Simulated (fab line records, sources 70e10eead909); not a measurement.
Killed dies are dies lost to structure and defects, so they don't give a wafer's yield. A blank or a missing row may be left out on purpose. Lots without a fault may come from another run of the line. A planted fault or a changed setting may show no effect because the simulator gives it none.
fab line records | flow nand_harc | part 1 of 2: steps 1 to 21 of 27
record lots=5 wafers=15 last_day=23
route steps=1159 shown A_CONTACT@919
lots that met no fault: from a run of the same line without faults
start_h: hours from the record's first day to the start of the lot's first wafer shown | wait_h: hours since the lot's step before | " the same as in the row above | L1.1+2: a row that stands for several wafers | - no value, or no start given | * or withheld: withheld | < > ~ a bound
route shown NAME@n: a module of which the file shows steps, and the number in the route of the first | usual: mean/standard deviation of fault-free wafers | same: alike in all rows | chamber/n: place in a boat | sites: the reading at each site | _std_site: their standard deviation | _edge_site: outer sites' mean less inner sites' | radius_mm: how far each site lies from the wafer's centre | mask NAME#n: copy n | behind: the tool/chamber that last shaped the wafer | hold: why the lot was held/for how many hours/how that ended | device: the transistor (n, p or np) that didn't switch | end of line: the same wafers' tests at the end of the route | a step without rows: its recipe alone | killed: dies lost to structure and defects at the first sort, not the wafer's yield | map: a wafer's dies, x killed, . not, _ none there
set.NAME: the setting as run; set.NAME@STEP: as run at that earlier step | model.NAME: the simulator's own value behind a step, which no gauge read
lots at some steps of the route; a table a step, a row a wafer
services: from which hour (start_h, from the record's first day; less than 0 if before it) a tool's chamber was out of use, for how many hours, and why
## steps
# step NHARC_A_CONTACT_STRIP_105
# recipe o2_flow_sccm=400 cos_flow_sccm=20 ar_flow_sccm=0 bias_w=0 chemistry=O2/COS
# columns lot.wafer tool chamber start_h wait_h
L079.2+3+6 rie_diel-08 0,3,1 397.43 0.1
L084.2+6+5 rie_diel-08 3,2,3 435.56 0.1
L085.4+6+5 rie_diel-04 1,2,3 459.93 0.1
L093.4+2+6 rie_diel-06 1,0,1 487.59 0.1
L094.4+2+5 rie_diel-08 0,1,2 498.43 0.1
# step NHARC_A_CONTACT_ETCH_106
# recipe target_depth_a=600 overetch_a=60 time_s=33 ion_energy_ev=100 cf4_flow_sccm=80 o2_flow_sccm=20 ar_flow_sccm=0 rf_w=300 bias_w=100 chemistry=CF4/O2
# usual bias_w=100.0/0.34 drypump_motor_current_A=5.8/0.46 oes_f_703_au=1.000/0.0045 oes_product_au=1.000/0.011 rf_vpp_V=197.8/1.4 showerhead_plenum_p_Torr=1.33/0.058 throttle_valve_pct=13.396/0.0087
# columns lot.wafer tool chamber start_h wait_h bias_w drypump_motor_current_A oes_f_703_au oes_product_au rf_hours_counter_h rf_vpp_V showerhead_plenum_p_Torr throttle_valve_pct
L079.2 rie_diel-08 1 397.55 0.1 100.1 6.1 0.999 0.984 19 198.5 1.30 13.401
L079.3 " 0 " " 100.4 6.3 1.004 1.000 15 197.2 1.29 13.383
L079.6 " 2 " " 99.8 4.9 0.997 0.993 - 199.6 1.41 13.393
L084.2 rie_diel-08 1 435.62 0.1 99.6 6.1 1.002 0.991 25 196.4 1.30 13.396
L084.5 " 3 " " 100.3 6.2 0.995 1.017 - 196.3 1.27 13.385
L084.6 " 0 " " 100.1 6.3 0.997 1.022 - 196.7 1.29 13.387
L085.4 rie_diel-04 3 460.00 0.1 100.0 6.0 1.004 0.988 54 197.7 1.37 13.389
L085.5 " 0 " " 99.7 5.7 1.008 1.010 - 198.4 1.36 13.384
L085.6 " 1 " " 100.0 5.5 0.994 0.997 - 197.8 1.30 13.395
L093.2 rie_diel-06 0 487.65 0.0 99.8 5.6 0.997 1.017 25 199.1 1.44 13.384
L093.4 " 3 " " 99.9 5.8 1.002 0.997 25 197.8 1.36 13.392
L093.6 " 1 " " 100.8 6.2 1.002 0.986 - 194.9 1.25 13.408
L094.4 rie_diel-08 0 498.49 0.1 99.4 6.3 0.998 1.008 2 196.6 1.28 13.395
L094.2 " 2 " " 99.8 4.9 1.003 1.004 1 198.5 1.41 13.405
L094.5 " 0 " " 99.7 6.3 1.003 1.014 - 196.3 1.28 13.389
# step NHARC_A_CONTACT_STRIP_82
# recipe o2_flow_sccm=500 ar_flow_sccm=0 bias_w=0 chemistry=O2
# usual drypump_motor_current_A=5.8/0.46 oes_product_au=0.998/0.011 rf_vpp_V=57.7/0.88 showerhead_plenum_p_Torr=3.52/0.15 throttle_valve_pct=17.034/0.0078
# same bias_w=0
# columns lot.wafer tool chamber start_h wait_h drypump_motor_current_A oes_product_au rf_hours_counter_h rf_vpp_V showerhead_plenum_p_Torr throttle_valve_pct
L079.2 rie_diel-08 3 - - 6.2 1.011 12 57.0 3.37 17.031
L079.3 " 0 " " 6.3 1.005 15 57.2 3.41 17.036
L079.6 " 2 " " 4.9 0.992 - 56.7 3.72 17.042
L084.2 rie_diel-08 1 - - 6.2 0.980 25 56.4 3.44 17.033
L084.6 " 3 " " 6.2 1.010 - 57.7 3.37 17.021
L084.5 " 0 " " 6.3 1.017 - 58.6 3.40 17.039
L085.4 rie_diel-04 1 - - 5.5 1.007 61 57.3 3.45 17.030
L085.5 " 1 " " 5.5 1.003 - 56.8 3.45 17.032
L085.6 " 2 " " 5.6 1.013 - 58.6 3.74 17.034
L093.2 rie_diel-06 3 - - 5.7 1.002 25 57.3 3.60 17.033
L093.4 " 2 " " 5.8 0.987 25 56.8 3.30 17.034
L093.6 " 3 " " 5.8 0.999 - 56.6 3.60 17.036
L094.4 rie_diel-08 3 - - 6.2 0.995 2 57.6 3.36 17.034
L094.2 " 1 " " 6.1 0.987 1 57.0 3.44 17.032
L094.5 " 2 " " 4.9 1.007 - 57.6 3.71 17.029
# step NHARC_A_CONTACT_STRIP_83
# recipe time_s=600 temp_c=30 chemistry=post_etch_residue_remover
# columns lot.wafer tool chamber start_h wait_h
L079.6+2+3 wet_bench-07 6,0,2 397.94 -
L084.5+6+2 wet_bench-07 4,5,1 436.00 -
L085.6+4+5 wet_bench-02 3,5,6 460.37 -
L093.2+4+6 wet_bench-02 6,7,2 488.03 -
L094.4+5+2 wet_bench-07 7,0,1 498.87 -
# step NHARC_A_CONTACT_DEP_84
# recipe target_thk_a=20000 temp_c=400 material=aC
# usual throttle_valve_pct=35.000/0.0092
# columns lot.wafer tool chamber start_h wait_h throttle_valve_pct
L079.2 acl_dep-01 0 398.41 - 35.013
L079.3 " 0 " " 34.993
L079.6 " 0 " " 35.001
L084.2 acl_dep-03 0 436.47 - 34.998
L084.5 " 0 " " 35.006
L084.6 " 0 " " 34.990
L085.4 acl_dep-02 0 461.63 - 35.009
L085.5 " 0 " " 34.992
L085.6 " 0 " " 34.995
L093.2 acl_dep-02 0 491.45 - 35.020
L093.4 " 0 " " 35.001
L093.6 " 0 " " 34.999
L094.2 acl_dep-02 0 499.34 - 34.989
L094.4 " 0 " " 34.997
L094.5 " 0 " " 34.997
# step NHARC_A_CONTACT_DEP_85
# recipe target_thk_a=500 target_thk_nm=50 temp_c=400 pressure_torr=3.5 flow_sccm=200 rf_w=350 material=SiON
# usual heater_power_w=773/79
# columns lot.wafer tool chamber start_h wait_h heater_power_w
L079.2 pecvd-04 0 399.46 0.8 861
L079.3 " 2 " " 780
L079.6 " 1 " " 601
L084.2 pecvd-04 2 437.60 0.9 744
L084.6 " 0 " " 757
L084.5 " 1 " " 705
L085.6 pecvd-03 1 462.35 0.1 860
L085.5 " 2 " " 794
L085.4 " 0 " " 751
L093.2 pecvd-04 1 492.56 0.9 642
L093.6 " 0 " " 820
L093.4 " 1 " " 655
L094.2 pecvd-01 0 500.45 0.9 856
L094.4 " 2 " " 791
L094.5 " 0 " " 731
# step NHARC_A_CONTACT_DEHYDRATE_00
# recipe temp_c=150 time_s=120
# usual chill_plate_temp_C=23.02/0.12
# columns lot.wafer tool chamber start_h wait_h chill_plate_temp_C
L079.2 litho_track-06 0 399.74 0.2 22.98
L079.3 " 0 " " 22.97
L079.6 " 0 " " 22.91
L084.2 litho_track-06 0 437.81 0.2 22.99
L084.5 " 0 " " 22.96
L084.6 " 0 " " 23.08
L085.4 litho_track-04 0 462.54 0.1 23.01
L085.5 " 0 " " 23.09
L085.6 " 0 " " 23.04
L093.2 litho_track-06 0 492.77 0.2 23.08
L093.4 " 0 " " 23.06
L093.6 " 0 " " 23.07
L094.2 litho_track-06 0 500.76 0.3 23.06
L094.4 " 0 " " 22.86
L094.5 " 0 " " 23.02
# step NHARC_A_CONTACT_HMDS_01
# recipe time_s=30
# usual chill_plate_temp_C=23.01/0.1
# columns lot.wafer tool chamber start_h wait_h chill_plate_temp_C
L079.2 litho_track-06 0 - - 23.05
L079.3 " 0 " " 23.01
L079.6 " 0 " " 22.97
L084.2 litho_track-06 0 - - 23.24
L084.5 " 0 " " 23.00
L084.6 " 0 " " 23.02
L085.4 litho_track-04 0 - - 22.99
L085.5 " 0 " " 23.10
L085.6 " 0 " " 23.07
L093.2 litho_track-06 0 - - 22.91
L093.4 " 0 " " 22.84
L093.6 " 0 " " 22.77
L094.2 litho_track-06 0 - - 23.05
L094.4 " 0 " " 23.14
L094.5 " 0 " " 22.88
# step NHARC_A_CONTACT_COAT_86
# recipe temp_c=260 time_s=75
# usual chill_plate_temp_C=22.99/0.13
# columns lot.wafer tool chamber start_h wait_h chill_plate_temp_C
L079.2 litho_track-06 0 - - 23.02
L079.3 " 0 " " 23.01
L079.6 " 0 " " 23.00
L084.2 litho_track-06 0 - - 23.15
L084.5 " 0 " " 23.14
L084.6 " 0 " " 23.03
L085.4 litho_track-04 0 - - 22.96
L085.5 " 0 " " 23.13
L085.6 " 0 " " 23.07
L093.2 litho_track-06 0 - - 23.27
L093.4 " 0 " " 22.96
L093.6 " 0 " " 23.14
L094.2 litho_track-06 0 - - 23.12
L094.4 " 0 " " 22.98
L094.5 " 0 " " 23.01
# step NHARC_A_CONTACT_COAT_87
# recipe temp_c=225 time_s=65
# usual chill_plate_temp_C=22.99/0.11
# columns lot.wafer tool chamber start_h wait_h chill_plate_temp_C
L079.2 litho_track-06 0 - - 22.93
L079.3 " 0 " " 23.09
L079.6 " 0 " " 22.98
L084.2 litho_track-06 0 - - 22.83
L084.5 " 0 " " 22.96
L084.6 " 0 " " 22.93
L085.4 litho_track-04 0 - - 22.76
L085.5 " 0 " " 22.92
L085.6 " 0 " " 22.89
L093.2 litho_track-06 0 - - 23.07
L093.4 " 0 " " 22.90
L093.6 " 0 " " 23.02
L094.2 litho_track-06 0 - - 23.22
L094.4 " 0 " " 23.04
L094.5 " 0 " " 23.09
# step NHARC_A_CONTACT_COAT_02
# recipe spin_rpm=1500 resist_thk_nm=90
# usual chill_plate_temp_C=23.03/0.11 dispense_pressure_kPa=48.9/1.9
# columns lot.wafer tool chamber start_h wait_h chill_plate_temp_C dispense_pressure_kPa
L079.2 litho_track-06 0 - - 23.03 46.7
L079.3 " 0 " " 22.95 46.7
L079.6 " 0 " " 22.96 46.7
L084.2 litho_track-06 0 - - 22.99 46.7
L084.5 " 0 " " 23.21 46.7
L084.6 " 0 " " 22.94 46.7
L085.4 litho_track-04 0 - - 22.97 50.0
L085.5 " 0 " " 22.98 50.0
L085.6 " 0 " " 23.09 50.0
L093.2 litho_track-06 0 - - 22.96 46.7
L093.4 " 0 " " 22.80 46.7
L093.6 " 0 " " 23.00 46.7
L094.2 litho_track-06 0 - - 22.73 46.7
L094.4 " 0 " " 22.69 46.7
L094.5 " 0 " " 22.79 46.7
# step NHARC_A_CONTACT_SOFTBAKE_03
# recipe temp_c=105 time_s=55
# usual chill_plate_temp_C=22.98/0.099
# columns lot.wafer tool chamber start_h wait_h chill_plate_temp_C
L079.2 litho_track-06 0 - - 23.06
L079.3 " 0 " " 23.07
L079.6 " 0 " " 23.06
L084.2 litho_track-06 0 - - 22.98
L084.5 " 0 " " 23.15
L084.6 " 0 " " 23.10
L085.4 litho_track-04 0 - - 23.00
L085.5 " 0 " " 22.86
L085.6 " 0 " " 23.00
L093.2 litho_track-06 0 - - 22.97
L093.4 " 0 " " 22.97
L093.6 " 0 " " 22.90
L094.2 litho_track-06 0 - - 22.95
L094.4 " 0 " " 22.90
L094.5 " 0 " " 23.02
# step NHARC_A_CONTACT_EBR_04
# usual chill_plate_temp_C=23.00/0.1
# columns lot.wafer tool chamber start_h wait_h chill_plate_temp_C
L079.2 litho_track-06 0 - - 23.16
L079.3 " 0 " " 23.07
L079.6 " 0 " " 23.05
L084.2 litho_track-06 0 - - 23.01
L084.5 " 0 " " 23.04
L084.6 " 0 " " 22.95
L085.4 litho_track-04 0 - - 23.15
L085.5 " 0 " " 23.17
L085.6 " 0 " " 23.02
L093.2 litho_track-06 0 - - 23.19
L093.4 " 0 " " 23.23
L093.6 " 0 " " 23.10
L094.2 litho_track-06 0 - - 22.94
L094.4 " 0 " " 23.03
L094.5 " 0 " " 22.96
# step NHARC_A_CONTACT_EXPOSE_05
# recipe na=1.35 sigma_outer=0.8 dose_mj=84.24 mask_id=A_CC
# usual reticle_temp_C=23.00/0.11
# same na=1.35
# columns lot.wafer tool chamber start_h wait_h mask reticle_temp_C
L079.2 arfi_scanner-03 0 399.93 - A_CC#0 22.80
L079.3 " 0 " " A_CC#0 22.86
L079.6 " 0 " " A_CC#0 22.88
L084.2 arfi_scanner-03 0 438.13 - A_CC#0 23.04
L084.5 " 0 " " A_CC#0 23.13
L084.6 " 0 " " A_CC#0 23.12
L085.4 arfi_scanner-03 0 462.74 - A_CC#0 22.89
L085.5 " 0 " " A_CC#0 23.00
L085.6 " 0 " " A_CC#0 22.91
L093.2 arfi_scanner-01 0 492.96 - A_CC#0 23.06
L093.4 " 0 " " A_CC#0 23.01
L093.6 " 0 " " A_CC#0 22.97
L094.2 arfi_scanner-01 0 501.07 - A_CC#0 23.00
L094.4 " 0 " " A_CC#0 22.89
L094.5 " 0 " " A_CC#0 22.88
# step NHARC_A_CONTACT_PEB_06
# recipe peb_temp_c=100 peb_time_s=65
# usual chill_plate_temp_C=22.97/0.11
# columns lot.wafer tool chamber start_h wait_h chill_plate_temp_C
L079.2 litho_track-04 0 399.98 0.1 23.01
L079.3 " 0 " " 23.09
L079.6 " 0 " " 23.29
L084.2 litho_track-01 0 438.19 0.1 22.93
L084.5 " 0 " " 22.81
L084.6 " 0 " " 22.94
L085.4 litho_track-01 0 462.79 0.0 22.77
L085.5 " 0 " " 22.93
L085.6 " 0 " " 22.93
L093.2 litho_track-01 0 493.02 0.1 22.97
L093.4 " 0 " " 22.97
L093.6 " 0 " " 23.24
L094.2 litho_track-06 0 501.13 0.1 22.90
L094.4 " 0 " " 23.03
L094.5 " 0 " " 22.89
# step NHARC_A_CONTACT_DEVELOP_07
# recipe develop_time_s=35 dev_temp_c=23
# usual chill_plate_temp_C=23.02/0.11 developer_temp_C=22.99/0.1
# columns lot.wafer tool chamber start_h wait_h chill_plate_temp_C developer_temp_C
L079.2 litho_track-04 0 - - 23.09 22.94
L079.3 " 0 " " 22.99 22.97
L079.6 " 0 " " 23.05 22.95
L084.2 litho_track-01 0 - - 23.04 22.89
L084.5 " 0 " " 23.14 23.03
L084.6 " 0 " " 23.10 22.93
L085.4 litho_track-01 0 - - 22.93 23.14
L085.5 " 0 " " 22.92 23.16
L085.6 " 0 " " 22.81 23.18
L093.2 litho_track-01 0 - - 22.93 23.03
L093.4 " 0 " " 23.24 22.93
L093.6 " 0 " " 23.04 23.01
L094.2 litho_track-06 0 - - 22.98 22.87
L094.4 " 0 " " 23.01 23.11
L094.5 " 0 " " 22.87 23.13
# step NHARC_A_CONTACT_CD_MEAS_08
# recipe target_cd_nm=100 landing_energy_ev=500
# usual cd_nm=100.4/0.5
# columns lot.wafer tool chamber start_h wait_h cd_nm
L079.2 cd_sem-03 0 400.06 - 99.8
L079.3 " 0 " " 100.3
L079.6 " 0 " " 100.7
L084.2 cd_sem-02 0 438.27 - 99.7
L084.5 " 0 " " 100.7
L084.6 " 0 " " 100.0
L085.4 cd_sem-03 0 462.87 - 100.1
L085.5 " 0 " " 100.5
L085.6 " 0 " " 100.0
L093.2 cd_sem-02 0 493.10 - 99.8
L093.4 " 0 " " 100.2
L093.6 " 0 " " 99.9
L094.2 cd_sem-02 0 501.21 - 100.6
L094.4 " 0 " " 100.8
L094.5 " 0 " " 100.3
# step NHARC_A_CONTACT_OVL_MEAS_09
# usual overlay_x_nm=0.0/0.61 overlay_y_nm=0.0/0.86
# columns lot.wafer tool chamber start_h wait_h overlay_x_nm overlay_y_nm
L079.2 overlay-02 - 400.15 - 0.3 -1.6
L079.3 " - " " 0.1 -1.6
L079.6 " - " " 0.1 -2.0
L084.2 overlay-02 - 438.36 - 0.2 0.7
L084.5 " - " " -0.2 0.8
L084.6 " - " " -0.3 0.3
L085.4 overlay-02 - 462.95 - 0.3 -1.5
L085.5 " - " " 0.8 -1.2
L085.6 " - " " 0.5 -0.6
L093.2 overlay-02 - 493.19 - -1.2 0.3
L093.4 " - " " -0.7 0.2
L093.6 " - " " -0.4 0.3
L094.2 overlay-01 - 501.30 - -0.5 0.2
L094.4 " - " " -1.0 0.7
L094.5 " - " " -0.3 0.4
# step NHARC_A_CONTACT_INSPECT_10
# usual raw_defect_count=31/14
# columns lot.wafer tool chamber start_h wait_h raw_defect_count
L079.2 defect_inspect-01 - 400.19 0.0 22
L079.3 " - " " 18
L079.6 " - " " 20
L084.2 defect_inspect-02 - 438.39 0.0 24
L084.5 " - " " 16
L084.6 " - " " 37
L085.4 defect_inspect-01 - 462.99 0.0 26
L085.5 " - " " 24
L085.6 " - " " 33
L093.2 defect_inspect-02 - 493.22 0.0 14
L093.4 " - " " 21
L093.6 " - " " 14
L094.2 defect_inspect-02 - 501.33 0.0 61
L094.4 " - " " 63
L094.5 " - " " 55
# step NHARC_A_CONTACT_DESCUM_13
# recipe time_s=3 o2_flow_sccm=200 ar_flow_sccm=0 bias_power_w=0 chemistry=O2
# usual drypump_motor_current_A=5.8/0.41 oes_product_au=0.999/0.011 rf_vpp_V=57.8/0.84 showerhead_plenum_p_Torr=1.91/0.087 throttle_valve_pct=11.311/0.0096
# same bias_power_w=0
# columns lot.wafer tool chamber start_h wait_h drypump_motor_current_A oes_product_au rf_hours_counter_h rf_vpp_V showerhead_plenum_p_Torr throttle_valve_pct
L079.3 rie_diel-08 0 400.26 0.1 6.3 1.004 16 58.0 1.84 11.326
L079.2 " 2 " " 4.9 0.995 17 57.1 2.02 11.316
L079.6 " 3 " " 6.2 1.015 - 56.3 1.82 11.314
L084.2 rie_diel-08 3 438.46 0.1 6.2 1.015 18 57.4 1.82 11.323
L084.5 " 2 " " 4.9 0.999 - 59.2 2.02 11.286
L084.6 " 3 " " 6.2 1.014 - 57.7 1.82 11.333
L085.4 rie_diel-04 2 463.07 0.1 5.6 1.017 54 57.0 2.04 11.312
L085.6 " 3 " " 6.0 0.992 - 57.0 1.96 11.322
L085.5 " 0 " " 5.7 1.006 - 57.3 1.95 11.300
L093.4 rie_diel-08 0 493.29 0.1 6.3 1.010 1 58.6 1.84 11.299
L093.2 " 1 " " 6.1 0.975 1 57.0 1.86 11.321
L093.6 " 0 " " 6.3 1.011 - 58.0 1.84 11.299
L094.2 rie_diel-04 2 501.40 0.1 5.6 0.997 7 58.3 2.03 11.320
L094.4 " 3 " " 6.0 0.986 8 57.6 1.96 11.311
L094.5 " 1 " " 5.5 0.993 - 56.5 1.86 11.314
# step NHARC_A_CONTACT_ETCH_88
# recipe target_depth_a=390 over_etch_frac=0.3 time_s=65 ion_energy_ev=80 cf4_flow_sccm=150 ar_flow_sccm=0 rf_w=300 bias_w=100 chemistry=CF4
# usual bias_w=100.0/0.31 drypump_motor_current_A=5.8/0.42 oes_product_au=0.999/0.01 rf_vpp_V=151.2/1.2 showerhead_plenum_p_Torr=1.77/0.076 throttle_valve_pct=13.285/0.0096
# columns lot.wafer tool chamber start_h wait_h bias_w drypump_motor_current_A oes_product_au rf_hours_counter_h rf_vpp_V showerhead_plenum_p_Torr throttle_valve_pct
L079.3 rie_diel-08 2 400.34 0.1 99.5 4.9 1.006 17 153.1 1.86 13.291
L079.2 " 3 " " 99.9 6.2 1.019 13 150.8 1.69 13.270
L079.6 " 2 " " 99.8 4.9 1.004 - 151.4 1.86 13.292
L084.2 rie_diel-08 1 438.63 0.2 99.4 6.1 0.979 26 149.9 1.72 13.289
L084.5 " 3 " " 100.3 6.2 1.012 - 149.4 1.69 13.273
L084.6 " 0 " " 100.2 6.3 1.013 - 150.6 1.71 13.294
L085.4 rie_diel-04 0 463.18 0.1 100.2 5.7 1.003 61 151.9 1.80 13.290
L085.5 " 2 " " 99.7 5.6 1.004 - 151.1 1.87 13.301
L085.6 " 3 " " 99.8 6.0 0.982 - 152.9 1.81 13.286
L093.2 rie_diel-08 3 493.37 0.1 100.2 6.2 1.004 1 150.2 1.69 13.290
L093.4 " 2 " " 99.8 4.9 1.004 1 151.7 1.86 13.291
L093.6 " 0 " " 100.1 6.3 1.002 - 150.6 1.70 13.277
L094.4 rie_diel-04 0 501.49 0.1 99.7 5.7 1.003 7 150.8 1.80 13.262
L094.2 " 2 " " 100.3 5.6 0.994 7 152.1 1.87 13.288
L094.5 " 3 " " 99.7 6.0 1.006 - 151.3 1.81 13.281
